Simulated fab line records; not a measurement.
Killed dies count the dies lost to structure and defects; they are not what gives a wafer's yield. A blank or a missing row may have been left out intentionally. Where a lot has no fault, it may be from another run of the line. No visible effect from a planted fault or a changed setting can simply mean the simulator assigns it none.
Code-filled problem report in 8D (eight disciplines) form -- flow n5-finfet -- the parts of the form that need people (team, actions taken, sign-off) are left out

== 1. THE ISSUE ==
On 2 wafers of 1 lot, time-to-endpoint-s at N5_BEOL_M3_CMP_52 has a mean of 28 s; fault-free wafers read 64 s, standard deviation 3.8. That puts it -9.5 standard deviations away from the usual mean.
The step: polishes, stops on SiOC, t overpolish 6.8 s, target thk 40 nm.
First seen on wafer L721.2, day 10 14:20, on cmp-02. The record holds 30 wafers of 10 lots with a number at this step. Rule for "out", or "out of limits": more than 4 standard deviations from the usual mean. The rest of the wafers with a number are treated as sound.

== 2. WHAT IT IS, WHAT IT ISN'T ==
question,is,is not
which readings at this step,time-to-endpoint-s,motor-current-A
which lots,L721,"L709, L712, L713, L714, L716, L718, L720, L726, L731"
which wafers of those lots,"L721.2, L721.5",L721.1
read on which tools,cmp-02,"cmp-03, cmp-04"
when,from day 10 14:20,"up to then (22 sound wafers); but 6 sound wafers of L726, L731 came after"

== 3. SUSPECTS, AND WHAT RULES EACH OUT ==
Counting: any tool at a process step up to the reading remains a suspect provided it ran every lot that is out. Sound lots after the first of them don't rule it out here, since some wafers of a struck lot are sound.
- pvd-sputter-02 at N5_BEOL_M3_SPUTTER_90 (material Cu, target thk 4.5 nm, time 8.29 s): kept. It ran the lot that is out, L721 (day 10 13:11).
- ecd-cu-02 at N5_BEOL_M3_ECD_50 (material Cu, target thk 300 nm): kept. It processed L721, the lot that is out, at day 10 13:58, and its most recent sound lot before then was L720 at day 10 12:16.
- cmp-02 at N5_BEOL_M3_CMP_52 (polishes, stops on SiOC, t overpolish 6.8 s, target thk 40 nm): kept. It processed L721, the lot that is out, at day 10 14:20, and its most recent sound lot before then was L716 at day 9 09:19. Its own readings are out on those wafers: time-to-endpoint-s.
- Within cmp-02 at N5_BEOL_M3_CMP_52, the wafers that are out were processed in chamber 0 and their sound lot-mates in chamber 3.
pvd-sputter-02 at N5_BEOL_M3_SPUTTER_90, ecd-cu-02 at N5_BEOL_M3_ECD_50 and cmp-02 at N5_BEOL_M3_CMP_52 are what is left after counting.

== 4. THE CAUSE (what the simulator had put in) ==
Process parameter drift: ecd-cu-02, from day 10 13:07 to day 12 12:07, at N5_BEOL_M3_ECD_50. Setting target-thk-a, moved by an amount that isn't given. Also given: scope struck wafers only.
After counting, 3 suspects remain, this tool included.

== 5. THE CHAIN OF EFFECTS, in route order ==
Each row: a reading whose mean over the struck wafers that have a number lies more than 3 standard deviations from the usual. Only readings whose record carries a usual standard deviation are examined. hours: median over the lots of the time between each lot's start at the first step of this table that gives one and its start at this step. sigmas: the change, counted in usual standard deviations.
hours,step,reading,usual,on struck wafers,change,sigmas
0,N5_BEOL_M3_CMP_52,time-to-endpoint-s,64 s,28,-36,-9.5
Here are the process steps it includes:
- N5_BEOL_M3_CMP_52: polishes, stops on SiOC, t overpolish 6.8 s, target thk 40 nm.
At these later measuring or inspecting steps, every struck wafer for which the step has a row has a number for every such reading, and none has moved that far: N5_BEOL_M3_THK_MEAS_53, N5_BEOL_M4_RC_MEAS_101.

== 6. HOW IT WOULD HAVE BEEN CAUGHT EARLIER ==
In this record the first reading out of limits was taken at day 10 14:20, 1 hour after the fault began at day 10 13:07.
The start of N5_BEOL_M3_ECD_50 on ecd-cu-02 came by day 10 14:20 for every one of the lots that are out (1). None of them would have been spared by holding the tool at that moment.
